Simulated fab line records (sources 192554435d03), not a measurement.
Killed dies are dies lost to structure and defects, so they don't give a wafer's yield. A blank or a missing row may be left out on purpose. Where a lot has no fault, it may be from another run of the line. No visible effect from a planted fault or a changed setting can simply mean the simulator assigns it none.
Chamber matching || flow n5_finfet || N5_BEOL_M2_DESCUM_16 on rie_diel-01: 4 sister chambers
The step chemistry O2, time 7 s. 14 wafers are shown with their chamber, then 7 later ones without.

WAFERS PAIRED WITH THEIR CHAMBERS
{"wafer": "L076.3", "chamber": 2, "showerhead_plenum_p_Torr (Torr)": 2.17, "throttle_valve_pct (%)": 20.64, "oes_product_au (a.u.)": 0.86}
{"wafer": "L076.5", "chamber": 0, "showerhead_plenum_p_Torr (Torr)": 2.02, "throttle_valve_pct (%)": 20.01, "oes_product_au (a.u.)": 0.95}
{"wafer": "L076.6", "chamber": 1, "showerhead_plenum_p_Torr (Torr)": 2.07, "throttle_valve_pct (%)": 20.38, "oes_product_au (a.u.)": 0.78}
{"wafer": "L080.3", "chamber": 2, "showerhead_plenum_p_Torr (Torr)": 2.16, "throttle_valve_pct (%)": 20.66, "oes_product_au (a.u.)": 0.85}
{"wafer": "L080.4", "chamber": 0, "showerhead_plenum_p_Torr (Torr)": 2.02, "throttle_valve_pct (%)": 20.00, "oes_product_au (a.u.)": 0.93}
{"wafer": "L080.6", "chamber": 3, "showerhead_plenum_p_Torr (Torr)": 2.19, "throttle_valve_pct (%)": 20.72, "oes_product_au (a.u.)": 0.71}
{"wafer": "L082.1", "chamber": 3, "showerhead_plenum_p_Torr (Torr)": 2.19, "throttle_valve_pct (%)": 20.74, "oes_product_au (a.u.)": 0.70}
{"wafer": "L082.2", "chamber": 2, "showerhead_plenum_p_Torr (Torr)": 2.16, "throttle_valve_pct (%)": 20.66, "oes_product_au (a.u.)": 0.83}
{"wafer": "L082.3", "chamber": 1, "showerhead_plenum_p_Torr (Torr)": 2.07, "throttle_valve_pct (%)": 20.40, "oes_product_au (a.u.)": 0.76}
{"wafer": "L085.1", "chamber": 1, "showerhead_plenum_p_Torr (Torr)": 2.06, "throttle_valve_pct (%)": 20.42, "oes_product_au (a.u.)": 0.76}
{"wafer": "L085.4", "chamber": 0, "showerhead_plenum_p_Torr (Torr)": 2.02, "throttle_valve_pct (%)": 20.02, "oes_product_au (a.u.)": 0.90}
{"wafer": "L085.5", "chamber": 2, "showerhead_plenum_p_Torr (Torr)": 2.16, "throttle_valve_pct (%)": 20.67, "oes_product_au (a.u.)": 0.82}
{"wafer": "L090.1", "chamber": 0, "showerhead_plenum_p_Torr (Torr)": 2.01, "throttle_valve_pct (%)": 20.06, "oes_product_au (a.u.)": 0.88}
{"wafer": "L090.3", "chamber": 3, "showerhead_plenum_p_Torr (Torr)": 2.19, "throttle_valve_pct (%)": 20.75, "oes_product_au (a.u.)": 0.70}

SIGNATURES (means of the wafers above)
{"reading": "showerhead_plenum_p_Torr", "chamber 0": 2.0175, "chamber 1": 2.0667, "chamber 2": 2.1625, "chamber 3": 2.1900, "scatter within a chamber": 0.00465}
{"reading": "throttle_valve_pct", "chamber 0": 20.0225, "chamber 1": 20.4000, "chamber 2": 20.6575, "chamber 3": 20.7367, "scatter within a chamber": 0.0195}
{"reading": "oes_product_au", "chamber 0": 0.9150, "chamber 1": 0.7667, "chamber 2": 0.8400, "chamber 3": 0.7033, "scatter within a chamber": 0.0206}
Rule: a wafer lies at a distance from a chamber equal to the root of the sum of squares, over the readings, of (its reading less the chamber's mean, divided by the reading's scatter). If the next closest chamber is less than 2 further off than the closest, the wafer can't be placed; otherwise it belongs to the closest. The scatter is the square root of a quotient: the sum, over the shown wafers, of each reading's squared deviation from its chamber's mean, divided by wafers minus chambers.

WAFERS WITHOUT THEIR CHAMBER
{"wafer": "L090.5", "showerhead_plenum_p_Torr (Torr)": 2.01, "throttle_valve_pct (%)": 20.05, "oes_product_au (a.u.)": 0.88}
{"wafer": "L091.2", "showerhead_plenum_p_Torr (Torr)": 2.15, "throttle_valve_pct (%)": 20.70, "oes_product_au (a.u.)": 0.80}
{"wafer": "L091.4", "showerhead_plenum_p_Torr (Torr)": 2.01, "throttle_valve_pct (%)": 20.05, "oes_product_au (a.u.)": 0.88}
{"wafer": "L091.6", "showerhead_plenum_p_Torr (Torr)": 2.06, "throttle_valve_pct (%)": 20.45, "oes_product_au (a.u.)": 0.74}
{"wafer": "L095.1", "showerhead_plenum_p_Torr (Torr)": 2.06, "throttle_valve_pct (%)": 20.44, "oes_product_au (a.u.)": 0.74}
{"wafer": "L095.2", "showerhead_plenum_p_Torr (Torr)": 2.15, "throttle_valve_pct (%)": 20.70, "oes_product_au (a.u.)": 0.80}
{"wafer": "L095.5", "showerhead_plenum_p_Torr (Torr)": 2.15, "throttle_valve_pct (%)": 20.71, "oes_product_au (a.u.)": 0.80}

CHAMBER TAKEN BY EACH
{"wafer": "L090.5", "from the rows above": 0, "in truth": 0}
{"wafer": "L091.2", "from the rows above": 2, "in truth": 2}
{"wafer": "L091.4", "from the rows above": 0, "in truth": 0}
{"wafer": "L091.6", "from the rows above": 1, "in truth": 1}
{"wafer": "L095.1", "from the rows above": 1, "in truth": 1}
{"wafer": "L095.2", "from the rows above": 2, "in truth": 2}
{"wafer": "L095.5", "from the rows above": 2, "in truth": 2}
Correctly placed: 7 of 7. Left unplaced by these rows: 0. 0 placed wrongly.
